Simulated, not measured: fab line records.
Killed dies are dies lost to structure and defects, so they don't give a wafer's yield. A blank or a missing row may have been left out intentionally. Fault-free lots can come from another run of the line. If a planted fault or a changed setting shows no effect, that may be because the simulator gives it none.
Matching of chambers    flow n5Finfet    N5_BEOL_M0_TRENCH_ETCH_107 on rieDiel-01: 4 sister chambers
The step etches SiOC in C4F6/O2, target depth 32.8 nm, time 16.4 s. 14 wafers are shown with their chamber, then 7 later ones without.

== WAFERS PAIRED WITH THEIR CHAMBERS ==
wafer   chamber  showerheadPlenumPTorr (Torr)  throttleValvePct (%)  oes_f_703_au (a.u.)
L078.1  0        3.00                          20.4                  0.89
L078.2  3        2.80                          20.6                  0.88
L078.4  1        2.95                          21.0                  0.78
L079.1  2        2.93                          21.2                  0.68
L079.4  0        2.99                          20.4                  0.88
L079.6  0        2.99                          20.4                  0.89
L083.2  2        2.93                          21.2                  0.67
L083.5  1        2.95                          21.0                  0.77
L083.6  2        2.92                          21.3                  0.67
L084.1  3        2.80                          20.6                  0.86
L084.3  0        2.99                          20.4                  0.88
L084.5  1        2.95                          21.0                  0.77
L090.1  2        2.92                          21.3                  0.66
L090.5  2        2.92                          21.2                  0.66

SIGNATURES (averages over the wafers above)
reading                chamber 0  chamber 1  chamber 2  chamber 3  scatter within a chamber
showerheadPlenumPTorr  2.9925     2.9500     2.9240     2.8000     0.00442
throttleValvePct       20.400     21.000     21.240     20.600     0.0346
oes_f_703_au           0.8850     0.7733     0.6680     0.8700     0.00804
Rule: distance of a wafer from a chamber = root of the sum over the readings of ((wafer's reading minus chamber's mean) / reading's scatter) squared. The wafer belongs to the nearest chamber; if the next one is less than 2 further off, it can't be placed. The scatter is the square root of a quotient: the sum, over the shown wafers, of each reading's squared deviation from its chamber's mean, divided by wafers minus chambers.

== WAFERS WHOSE CHAMBER IS MISSING ==
wafer   showerheadPlenumPTorr (Torr)  throttleValvePct (%)  oes_f_703_au (a.u.)
L090.6  2.79                          20.6                  0.83
L093.2  2.98                          20.4                  0.85
L093.4  2.91                          21.3                  0.66
L093.6  2.94                          21.0                  0.75
L096.1  2.91                          20.8                  0.92
L096.3  2.97                          20.4                  0.83
L096.4  2.93                          21.0                  0.74

== WHICH CHAMBER EACH WENT THROUGH ==
wafer   from the rows above      in truth
L090.6  3                        3
L093.2  0                        0
L093.4  2                        2
L093.6  1                        1
L096.1  can't be placed: 1 or 0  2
L096.3  0                        0
L096.4  1                        1
Correct placement for 6 of the 7. These rows do not allow placing 1 (true chamber among the candidates in 0). Number placed wrongly: 0.
